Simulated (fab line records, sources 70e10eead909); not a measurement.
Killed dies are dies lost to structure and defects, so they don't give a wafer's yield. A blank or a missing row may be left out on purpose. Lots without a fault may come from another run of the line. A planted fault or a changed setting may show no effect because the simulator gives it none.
Problem report in the 8D (eight disciplines) form, filled by code | flow nand_harc | the parts of the form that need people (team, actions taken, sign-off) are left out

1. THE PROBLEM
time_to_endpoint_s at NHARC_P_CONTACT_CMP_24 reads a mean of 27.3 s on 1 wafer of 1 lot; wafers without a fault read 39.2 s with a standard deviation of 2.3. That is -5.2 standard deviations from the usual mean.
The step: polishes, t overpolish 30 s, target thk 200 nm.
First seen on wafer L283.5, day 8 00:13, on cmp-02. The record holds 39 wafers of 13 lots with a number at this step. Rule for "out", or "out of limits": more than 4 standard deviations from the usual mean. The other wafers with a number count as sound.

2. WHAT IT IS AND WHAT IT IS NOT
question                    | is                 | is not
which readings at this step | time_to_endpoint_s | motor_current_A
which lots                  | L283               | L274, L276, L277, L278, L279, L280, L282, L292, L293, L295, L296, L297
which wafers of those lots  | L283.5             | L283.3, L283.6
read on which tools         | cmp-02             | cmp-01, cmp-03
when                        | from day 8 00:13   | up to then (23 sound wafers); but 15 sound wafers of L292, L293, L295, L296, L297 came after

3. SUSPECTS, AND WHAT RULES EACH OUT
Counting: a tool at a process step up to the reading stays a suspect if it ran every lot that is out. Sound lots after the first of them don't rule it out here, since some wafers of a struck lot are sound.
- rtp_anneal-02 at NHARC_P_GATE_RTA_64 (time 1 s): kept. It ran the lot that is out, L283 (day 7 18:06); its last sound lot up to then is L279 (day 6 17:49).
- pvd_sputter-02 at NHARC_P_GATE_DEGAS_109 (time 60 s): kept. It ran the lot that is out, L283 (day 7 18:21); its last sound lot up to then is L279 (day 6 18:04).
- cmp-03 at NHARC_P_CONTACT_CMP_01 (polishes SiO2, target thk 200 nm): kept. It ran the lot that is out, L283 (day 7 20:22); its last sound lot up to then is L277 (day 6 05:37).
- cvd_w-01 at NHARC_P_CONTACT_CVD_23 (deposits W, target thk 200 nm, time 557 s): kept. It ran the lot that is out, L283 (day 7 23:47); its last sound lot up to then is L282 (day 7 13:09).
- cmp-02 at NHARC_P_CONTACT_CMP_24 (polishes, t overpolish 30 s, target thk 200 nm): kept. It ran the lot that is out, L283 (day 8 00:13); its last sound lot up to then is L276 (day 6 07:52). Its own readings are out on those wafers: time_to_endpoint_s.
- Within cmp-03 at NHARC_P_CONTACT_CMP_01: the wafers that are out ran in chamber 2; their sound lot-mates ran in chambers 1, 3.
- Within cvd_w-01 at NHARC_P_CONTACT_CVD_23: the wafers that are out ran in chamber 1; their sound lot-mates ran in chamber 0.
- Within cmp-02 at NHARC_P_CONTACT_CMP_24: the wafers that are out ran in chamber 3; their sound lot-mates ran in chambers 0, 1.
Left after counting: rtp_anneal-02 at NHARC_P_GATE_RTA_64, pvd_sputter-02 at NHARC_P_GATE_DEGAS_109, cmp-03 at NHARC_P_CONTACT_CMP_01, cvd_w-01 at NHARC_P_CONTACT_CVD_23, cmp-02 at NHARC_P_CONTACT_CMP_24.

4. THE CAUSE (what the simulator had put in)
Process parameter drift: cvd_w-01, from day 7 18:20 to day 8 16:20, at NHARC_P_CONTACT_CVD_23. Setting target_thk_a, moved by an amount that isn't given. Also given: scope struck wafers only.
Counting left 5 suspects, and this tool is among them.

5. THE CHAIN OF EFFECTS, in route order
Each row: a reading whose mean over the struck wafers that have a number lies more than 3 standard deviations from the usual. Only readings for which the record gives a usual standard deviation are gone through. hours: the time from each lot's start at the first step in this table that gives one to its start at this step, as a median over the lots. sigmas: the change in usual standard deviations.
hours | step                   | reading            | usual  | on struck wafers | change | sigmas
0     | NHARC_P_CONTACT_CMP_24 | time_to_endpoint_s | 39.2 s | 27.3             | -11.9  | -5.2
392   | NHARC_END_SORT_01      | killed_short       | 1.9    | 6.0              | +4.1   | +3.2
The process steps in it:
- NHARC_P_CONTACT_CMP_24: polishes, t overpolish 30 s, target thk 200 nm.

6. WHAT WOULD HAVE CAUGHT IT SOONER
In this record the first reading out of limits was taken at day 8 00:13, 6 hours after the fault began at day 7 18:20.
Of the tool readings at NHARC_P_CONTACT_CVD_23 for which the record gives a usual standard deviation, none was out on any struck wafer, so an alarm limit of 4 standard deviations on them would not have fired.
All the lots that are out (1) had begun NHARC_P_CONTACT_CVD_23 on cvd_w-01 by day 8 00:13. A hold on the tool at that time would have spared none of them.
